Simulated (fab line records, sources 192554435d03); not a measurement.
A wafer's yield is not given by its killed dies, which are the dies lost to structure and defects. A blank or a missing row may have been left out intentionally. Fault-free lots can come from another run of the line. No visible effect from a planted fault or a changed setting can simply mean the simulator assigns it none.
Matching of chambers / flow n5-finfet / 4 sister chambers for N5_FIN_SAQP_MANDREL_ETCH_22 on rie-si-02
The step etches a-Si in HBr/Cl2, stops on SiNx, target depth 60 nm, bt time 10 s, time 30 s. 30 wafers are shown with their chamber, then 12 later ones without.

== EACH WAFER AND ITS CHAMBER ==
wafer=L076.1; chamber=2; throttle-valve-pct (%)=35.52; drypump-motor-current-A (A)=5.95; oes-product-au (a.u.)=0.753
wafer=L076.2; chamber=0; throttle-valve-pct (%)=35.54; drypump-motor-current-A (A)=5.93; oes-product-au (a.u.)=0.767
wafer=L076.4; chamber=1; throttle-valve-pct (%)=35.13; drypump-motor-current-A (A)=5.92; oes-product-au (a.u.)=0.759
wafer=L078.1; chamber=3; throttle-valve-pct (%)=35.70; drypump-motor-current-A (A)=5.78; oes-product-au (a.u.)=0.762
wafer=L078.4; chamber=1; throttle-valve-pct (%)=35.13; drypump-motor-current-A (A)=5.92; oes-product-au (a.u.)=0.752
wafer=L078.6; chamber=1; throttle-valve-pct (%)=35.12; drypump-motor-current-A (A)=5.93; oes-product-au (a.u.)=0.759
wafer=L079.1; chamber=2; throttle-valve-pct (%)=35.51; drypump-motor-current-A (A)=5.95; oes-product-au (a.u.)=0.756
wafer=L079.3; chamber=3; throttle-valve-pct (%)=35.70; drypump-motor-current-A (A)=5.77; oes-product-au (a.u.)=0.776
wafer=L079.5; chamber=0; throttle-valve-pct (%)=35.51; drypump-motor-current-A (A)=5.94; oes-product-au (a.u.)=0.782
wafer=L080.1; chamber=2; throttle-valve-pct (%)=35.52; drypump-motor-current-A (A)=5.95; oes-product-au (a.u.)=0.759
wafer=L080.3; chamber=0; throttle-valve-pct (%)=35.50; drypump-motor-current-A (A)=5.93; oes-product-au (a.u.)=0.776
wafer=L080.5; chamber=2; throttle-valve-pct (%)=35.50; drypump-motor-current-A (A)=5.94; oes-product-au (a.u.)=0.771
wafer=L081.2; chamber=0; throttle-valve-pct (%)=35.54; drypump-motor-current-A (A)=5.93; oes-product-au (a.u.)=0.762
wafer=L081.5; chamber=0; throttle-valve-pct (%)=35.51; drypump-motor-current-A (A)=5.93; oes-product-au (a.u.)=0.795
wafer=L081.6; chamber=2; throttle-valve-pct (%)=35.50; drypump-motor-current-A (A)=5.97; oes-product-au (a.u.)=0.769
wafer=L083.3; chamber=3; throttle-valve-pct (%)=35.69; drypump-motor-current-A (A)=5.77; oes-product-au (a.u.)=0.775
wafer=L083.4; chamber=0; throttle-valve-pct (%)=35.53; drypump-motor-current-A (A)=5.92; oes-product-au (a.u.)=0.779
wafer=L083.5; chamber=0; throttle-valve-pct (%)=35.52; drypump-motor-current-A (A)=5.93; oes-product-au (a.u.)=0.780
wafer=L085.2; chamber=0; throttle-valve-pct (%)=35.54; drypump-motor-current-A (A)=5.94; oes-product-au (a.u.)=0.774
wafer=L085.3; chamber=1; throttle-valve-pct (%)=35.13; drypump-motor-current-A (A)=5.92; oes-product-au (a.u.)=0.760
wafer=L085.4; chamber=3; throttle-valve-pct (%)=35.70; drypump-motor-current-A (A)=5.80; oes-product-au (a.u.)=0.779
wafer=L086.2; chamber=0; throttle-valve-pct (%)=35.54; drypump-motor-current-A (A)=5.95; oes-product-au (a.u.)=0.777
wafer=L086.3; chamber=3; throttle-valve-pct (%)=35.68; drypump-motor-current-A (A)=5.79; oes-product-au (a.u.)=0.772
wafer=L086.4; chamber=1; throttle-valve-pct (%)=35.11; drypump-motor-current-A (A)=5.93; oes-product-au (a.u.)=0.767
wafer=L087.1; chamber=3; throttle-valve-pct (%)=35.69; drypump-motor-current-A (A)=5.80; oes-product-au (a.u.)=0.764
wafer=L087.4; chamber=0; throttle-valve-pct (%)=35.50; drypump-motor-current-A (A)=5.92; oes-product-au (a.u.)=0.783
wafer=L087.6; chamber=0; throttle-valve-pct (%)=35.52; drypump-motor-current-A (A)=5.90; oes-product-au (a.u.)=0.778
wafer=L088.1; chamber=3; throttle-valve-pct (%)=35.67; drypump-motor-current-A (A)=5.79; oes-product-au (a.u.)=0.782
wafer=L088.2; chamber=0; throttle-valve-pct (%)=35.51; drypump-motor-current-A (A)=5.93; oes-product-au (a.u.)=0.790
wafer=L088.4; chamber=1; throttle-valve-pct (%)=35.12; drypump-motor-current-A (A)=5.93; oes-product-au (a.u.)=0.756

SIGNATURES (means of the wafers above)
reading=throttle-valve-pct; chamber 0=35.5217; chamber 1=35.1233; chamber 2=35.5100; chamber 3=35.6900; scatter within a chamber=0.0129
reading=drypump-motor-current-A; chamber 0=5.9292; chamber 1=5.9250; chamber 2=5.9520; chamber 3=5.7857; scatter within a chamber=0.0113
reading=oes-product-au; chamber 0=0.77858; chamber 1=0.75883; chamber 2=0.76160; chamber 3=0.77286; scatter within a chamber=0.0078
Rule: for each reading, subtract the chamber's mean from the wafer's reading, divide by that reading's scatter and square the result; add these up over the readings and take the root, which gives the wafer's distance from the chamber. The wafer belongs to the nearest chamber; if the next one is less than 2 further off, it can't be placed. The scatter: the root of (the sum of the squares of (reading less its chamber's mean) over the shown wafers, divided by (wafers less chambers)).

== WAFERS WHOSE CHAMBER IS MISSING ==
wafer=L089.2; throttle-valve-pct (%)=35.53; drypump-motor-current-A (A)=5.95; oes-product-au (a.u.)=0.762
wafer=L089.3; throttle-valve-pct (%)=35.69; drypump-motor-current-A (A)=5.80; oes-product-au (a.u.)=0.767
wafer=L089.5; throttle-valve-pct (%)=35.50; drypump-motor-current-A (A)=5.98; oes-product-au (a.u.)=0.759
wafer=L090.2; throttle-valve-pct (%)=35.68; drypump-motor-current-A (A)=5.80; oes-product-au (a.u.)=0.771
wafer=L090.3; throttle-valve-pct (%)=35.14; drypump-motor-current-A (A)=5.93; oes-product-au (a.u.)=0.745
wafer=L090.6; throttle-valve-pct (%)=35.68; drypump-motor-current-A (A)=5.79; oes-product-au (a.u.)=0.783
wafer=L095.4; throttle-valve-pct (%)=35.45; drypump-motor-current-A (A)=5.95; oes-product-au (a.u.)=0.779
wafer=L095.5; throttle-valve-pct (%)=35.09; drypump-motor-current-A (A)=5.93; oes-product-au (a.u.)=0.777
wafer=L095.6; throttle-valve-pct (%)=35.48; drypump-motor-current-A (A)=5.96; oes-product-au (a.u.)=0.770
wafer=L097.1; throttle-valve-pct (%)=35.17; drypump-motor-current-A (A)=5.92; oes-product-au (a.u.)=0.750
wafer=L097.2; throttle-valve-pct (%)=35.68; drypump-motor-current-A (A)=5.80; oes-product-au (a.u.)=0.772
wafer=L097.5; throttle-valve-pct (%)=35.66; drypump-motor-current-A (A)=5.81; oes-product-au (a.u.)=0.787

== CHAMBER TAKEN BY EACH ==
wafer=L089.2; from the rows above=can't be placed: 2 or 0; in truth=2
wafer=L089.3; from the rows above=3; in truth=3
wafer=L089.5; from the rows above=2; in truth=2
wafer=L090.2; from the rows above=3; in truth=3
wafer=L090.3; from the rows above=1; in truth=1
wafer=L090.6; from the rows above=3; in truth=3
wafer=L095.4; from the rows above=can't be placed: 2 or 0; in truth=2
wafer=L095.5; from the rows above=1; in truth=1
wafer=L095.6; from the rows above=can't be placed: 2 or 0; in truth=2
wafer=L097.1; from the rows above=1; in truth=1
wafer=L097.2; from the rows above=3; in truth=3
wafer=L097.5; from the rows above=3; in truth=3
Correctly placed: 9 of 12. Can't be placed from these rows: 3 (the true chamber is among the candidates in 3). Placed wrongly: 0.
